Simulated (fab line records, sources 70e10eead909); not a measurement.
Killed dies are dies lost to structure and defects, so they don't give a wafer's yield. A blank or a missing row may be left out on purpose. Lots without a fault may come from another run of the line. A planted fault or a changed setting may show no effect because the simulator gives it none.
A struck lot beside a sound one | flow nand_harc | 14 steps out of a route of 1302
Sound: wafers L283.1, L283.5, L283.6. Struck: wafers L292.2, L292.5, L292.6. The cause comes at the end.
At each step with rows: each side's tool, then ch and its chambers, then its first start. Under that, the readings that differ: sound wafers | struck wafers | difference of the means | sigmas: that difference in standard deviations of wafers without a fault.
alike: readings whose means differ by less than 2 such deviations, and words and numbers that are the same on both sides. not compared: withheld readings, readings that some wafer has no value for, bounds like >300 that may hide the same value, and numbers for which the record gives no deviation and whose values overlap.
The two part at a step that has a row with sigmas, a row that says differs or no value, or rows on one side only. Numbers that don't overlap but have no deviation are shown without sigmas and don't part them. A reading that every wafer of one side lacks parts them only if that side has two wafers or more.

NHARC_P_CONTACT_CD_MEAS_19:
  sound on cd_sem-03, day 6 04:37; struck on cd_sem-03, day 9 23:29
  alike: cd_nm
NHARC_P_CONTACT_STRIP_28: strips in O2.
  sound on rie_diel-08 ch 0,2,3, day 6 04:44; struck on rie_diel-05 ch 0,1,3, day 9 23:35
  alike: drypump_motor_current_A, oes_product_au, rf_vpp_V, showerhead_plenum_p_Torr, throttle_valve_pct
  not compared: rf_hours_counter_h
then, 1 step without rows for these wafers: NHARC_P_CONTACT_STRIP_29 (strips in post etch residue remover, time 1200 s).
NHARC_P_CONTACT_DEGAS_38: time 60 s.
  sound on pvd_sputter-01, day 6 05:19; struck on pvd_sputter-01, day 10 00:12
  alike: heater_power_w
then, 1 step without rows for these wafers: NHARC_P_CONTACT_PRE_CLEAN_39 (time 19.5 s).
NHARC_P_CONTACT_PVD_32: deposits Ti, target thk 5 nm, time 17.7 s.
  sound on pvd_sputter-01; struck on pvd_sputter-01
  alike: throttle_valve_pct
then, 1 step without rows for these wafers: NHARC_P_CONTACT_ALD_22 (deposits TiN, target thk 3 nm, pulse time 1 s, ald cycles 150).
NHARC_P_CONTACT_CVD_23: deposits W, target thk 200 nm, time 557 s.
  sound on cvd_w-02 ch 0,1; struck on cvd_w-01 ch 0,1
  alike: chamber_pressure_Torr, heater_power_w, throttle_valve_pct
NHARC_P_CONTACT_CMP_24: polishes, t overpolish 30 s, target thk 200 nm.
  sound on cmp-02 ch 0,1,3, day 6 06:29; struck on cmp-01 ch 0,1,2, day 10 01:25
  alike: motor_current_A, overpolish_run_s, time_to_endpoint_s
then, 1 step without rows for these wafers: NHARC_P_CONTACT_SRD_26.
NHARC_P_CONTACT_INSPECT_27:
  sound on defect_inspect-02, day 6 06:49; struck on defect_inspect-01, day 10 01:44
  reading          | sound       | struck      | difference | sigmas
  raw_defect_count | 168 212 167 | 306 693 549 | +334       | +2
NHARC_P_M0_DEP_00: deposits SiOC, target thk 150 nm.
  sound on pecvd-01 ch 0,1, day 6 06:59; struck on pecvd-03 ch 1,2, day 10 02:21
  alike: chamber_pressure_Torr
then, 1 step without rows for these wafers: NHARC_P_M0_DEHYDRATE_01 (time 120 s).
-- the record jumps here: 18 days lie between the struck wafers' starts before and after (it left off in module P_M0 and takes up again in module END, whose first step shown is number 1302 of the route) --
NHARC_END_SORT_01:
  sound on prober-01 ch 0, day 25 01:20; struck on prober-01 ch 0, day 28 04:41
  reading                  | sound          | struck         | difference | sigmas
  defect_limited_yield (%) | 93.5 92.5 91.7 | 0 0 0          | -93        | -49
  killed_at_other          | 1 0 0          | 5 0 3          | +2         | +2
  killed_at_periphery      | 8 4 5          | 615 620 622    | +613       | +99 or more
  killed_dies              | 44 51 56       | 677 677 677    | +627       | +48
  sort_bin_2_pct (%)       | 2.1 3.1 2.7    | 93.9 93.8 94.8 | +91.5      | +99 or more
  sort_n_pass              | 633 626 621    | 0 0 0          | -627       | -48
  sort_rim_yield_pct (%)   | 88 86 93       | 0 0 0          | -89        | -25
  sort_yield_pct (%)       | 93.5 92.5 91.7 | 0 0 0          | -93        | -49
  alike: killed_at_array, killed_open, killed_short, sort_bin_3_pct, sort_bin_4_pct

WHERE THEY PART
First at NHARC_P_CONTACT_INSPECT_27; last, within this record, at NHARC_END_SORT_01.

WHY: what the simulator had put in
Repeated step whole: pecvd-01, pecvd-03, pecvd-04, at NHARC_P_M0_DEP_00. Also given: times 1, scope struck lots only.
